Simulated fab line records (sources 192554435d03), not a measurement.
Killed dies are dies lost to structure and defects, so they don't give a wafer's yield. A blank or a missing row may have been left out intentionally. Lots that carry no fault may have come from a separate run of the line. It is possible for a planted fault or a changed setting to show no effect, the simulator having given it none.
A lot that was struck, set against a sound lot :: flow n5-finfet :: 35 steps out of a route of 1938
Sound: the wafers L673.3, L673.4, L673.6. Struck: wafers L687.1, L687.4, L687.5. Last of all comes the cause.
Order at every step that has rows: each side's tool, ch and its chambers, its first start. Under that, the readings that differ: sound wafers :: struck wafers :: difference of the means :: sigmas: that difference in standard deviations of wafers without a fault.
alike: a reading whose means differ by less than 2 such deviations, as well as words and numbers matching on both sides. not compared: withheld readings; readings where some wafer has no value; bounds like >300 that might hide an equal value; numbers whose values overlap and for which the record gives no deviation.
The two part at a step that has a row with sigmas, a row that says differs or no value, or rows on one side only. When numbers do not overlap yet have no deviation, they are printed without sigmas and do not part them. A reading missing from all wafers of one side parts the sides only when that side holds two or more wafers.

N5_BEOL_M0_ANNEAL_119: time 90 s.
  sound on rtp-anneal-01 ch 0, day 7 04:10; struck on rtp-anneal-01 ch 0, day 10 19:03
  alike: wafer_temp_C_max
then, 5 steps without rows for these wafers: N5_BEOL_M0_CMP_120 (polishes, stops on SiOC, t overpolish 6.9 s); N5_BEOL_M0_PRE_CLEAN_131 (time 15 s); N5_BEOL_M0_CO_CAP_123 (material Co, precursor CCTBA/H2, target thk 2 nm, time 102.1 s); N5_BEOL_M0_PRE_CLEAN_124 (time 15 s); N5_BEOL_M0_DEP_125 (deposits SiCN from 3MS/NH3, target thk 8 nm, time 14 s).
N5_BEOL_M0_INSPECT_127: inspects for defects (darkfield).
  sound on defect-inspect-01, day 7 05:03; struck on defect-inspect-02, day 10 19:56
reading: raw-defect-count
sound: 31 50 68
struck: 101 138 145
difference: +78
sigmas: +3
N5_BEOL_M1_ILD_DEP_00: deposits SiOC from DEMS/O2, target thk 79 nm, time 15.3 s.
  sound on pecvd-02 ch 1,2, day 7 05:05; struck on pecvd-01 ch 0,1,2, day 10 19:58
  alike: chamber-pressure-Torr, heater-power-outer-w, heater-power-w, showerhead-plenum-p-Torr, throttle-valve-pct
N5_BEOL_M1_THK_MEAS_01:
  sound on film-metro-02, day 7 05:09; struck on film-metro-02, day 10 20:02
  alike: M1_ILD_THK
N5_BEOL_M1_PECVD_72: deposits SiO2 from TEOS/O2, target thk 16 nm, time 18 s.
  sound on pecvd-01 ch 0,2, day 7 05:13; struck on pecvd-03 ch 0,1, day 10 20:04
reading: throttle-valve-pct (%)
sound: 22.2 21.0 21.1
struck: 23.1 23.1 23.2
difference: +1.7
sigmas: +2
  alike: heater-power-w, showerhead-plenum-p-Torr
N5_BEOL_M1_HM_DEP_02: deposits TiN, target thk 20 nm.
  sound on pvd-sputter-03, day 7 05:28; struck on pvd-sputter-02, day 10 21:04
  no value came back on the struck wafers for chamber-pressure-pa (Pa), substrate-temp-c (C), throttle-valve-pct (%); on the sound wafers chamber-pressure-pa (Pa) reads 0.5003 0.4975 0.5000
then, 9 steps without rows for these wafers: N5_BEOL_M1_COAT_61 (time 60 s, resist thk 60 nm); N5_BEOL_M1_COAT_62 (time 60 s, resist thk 12 nm); N5_BEOL_M1_COAT_73 (time 60 s, resist thk 5 nm); N5_BEOL_M1_COAT_05 (resist thk 30 nm); N5_BEOL_M1_EBR_07; N5_BEOL_M1_SOFTBAKE_06 (time 60 s); N5_BEOL_M1_EXPOSE_08 (exposes mask M1); N5_BEOL_M1_PEB_09 (peb time 60 s); N5_BEOL_M1_DEVELOP_10 (develop time 30 s).
N5_BEOL_M1_CD_MEAS_11: the cd target is 17.05 nm.
  sound on cd-sem-02 ch 0, day 7 05:59; struck on cd-sem-03 ch 0, day 10 21:34
  alike: cd-nm
N5_BEOL_M1_OVL_MEAS_12:
  sound on overlay-01 ch 0, day 7 06:01; struck on overlay-01 ch 0, day 10 21:36
  alike: M1_OVL
N5_BEOL_M1_INSPECT_13: inspects for defects (brightfield).
  sound on defect-inspect-01, day 7 06:04; struck on defect-inspect-02, day 10 21:40
  alike: raw-defect-count
then, 3 steps without rows for these wafers: N5_BEOL_M1_DESCUM_16 (chemistry O2, time 7 s); N5_BEOL_M1_ETCH_74 (etches underlayer in N2/H2, target depth 6.5 nm, time 5.2 s); N5_BEOL_M1_ETCH_63 (etches SiARC in CF4, target depth 15.6 nm, time 26 s).
N5_BEOL_M1_ETCH_64: etches SOC in N2/H2, target depth 75 nm, overetch 15 nm, time 112.5 s.
  sound on rie-diel-04 ch 0,2,3, day 7 06:11; struck on rie-diel-04 ch 0,1,3, day 10 22:22
  alike: drypump-motor-current-A, oes-product-au, rf-vpp-V, showerhead-plenum-p-Torr, throttle-valve-pct
  not compared: rf-hours-counter-h
then, 3 steps without rows for these wafers: N5_BEOL_M1_STRIP_65 (strips in N2/H2); N5_BEOL_M1_STRIP_75 (strips in N2/H2); N5_BEOL_M1_STRIP_66 (strips in CF4).
N5_BEOL_M1_HM_OPEN_17: chemistry Cl2/BCl3, target TiN, target depth 20 nm, overetch 6 nm.
  sound on rie-metal-01 ch 0,1, day 7 06:22; struck on rie-metal-02 ch 0,1, day 10 22:32
reading: oes-product-au (a.u.)
sound: 0.62 0.68 0.68
struck: 0.33 0.29 0.29
difference: -0.36
sigmas: -9

reading: throttle-valve-pct (%)
sound: 22.2 21.7 21.7
struck: 22.5 23.5 23.5
difference: +1.3
sigmas: +4

reading: model.etch.depth-nm (nm)
sound: 19.68 19.52 19.71
struck: 0 0 0
difference: -20
sigmas: 
  alike: drypump-motor-current-A
  not compared: rf-hours-counter-h
N5_BEOL_M1_STRIP_19: strips in O2.
  sound on rie-diel-02 ch 1,3, day 7 06:29; struck on rie-diel-02 ch 1,2, day 10 22:41
  alike: drypump-motor-current-A, oes-product-au, rf-vpp-V, showerhead-plenum-p-Torr, throttle-valve-pct
  not compared: rf-hours-counter-h
N5_BEOL_M1_CD_MEAS_18: pitch 36 nm, target cd 18 nm.
  sound on cd-sem-02, day 7 06:34; struck on cd-sem-02, day 10 22:46
reading: cd-nm (nm)
sound: 18.5 18.6 18.5
struck: - - -
difference: no value on the struck wafers
sigmas: 
then, 1 step without rows for these wafers: N5_BEOL_M1_COAT_67 (time 60 s, resist thk 60 nm).
N5_BEOL_M4_RC_MEAS_101:
  the record has rows for the sound wafers here (prober-01 ch 0, day 9 04:04) and none for the struck ones

WHERE THEY PART
Earliest at N5_BEOL_M0_INSPECT_127; latest, in this record, at N5_BEOL_M4_RC_MEAS_101.

WHY: whatever the simulator had introduced
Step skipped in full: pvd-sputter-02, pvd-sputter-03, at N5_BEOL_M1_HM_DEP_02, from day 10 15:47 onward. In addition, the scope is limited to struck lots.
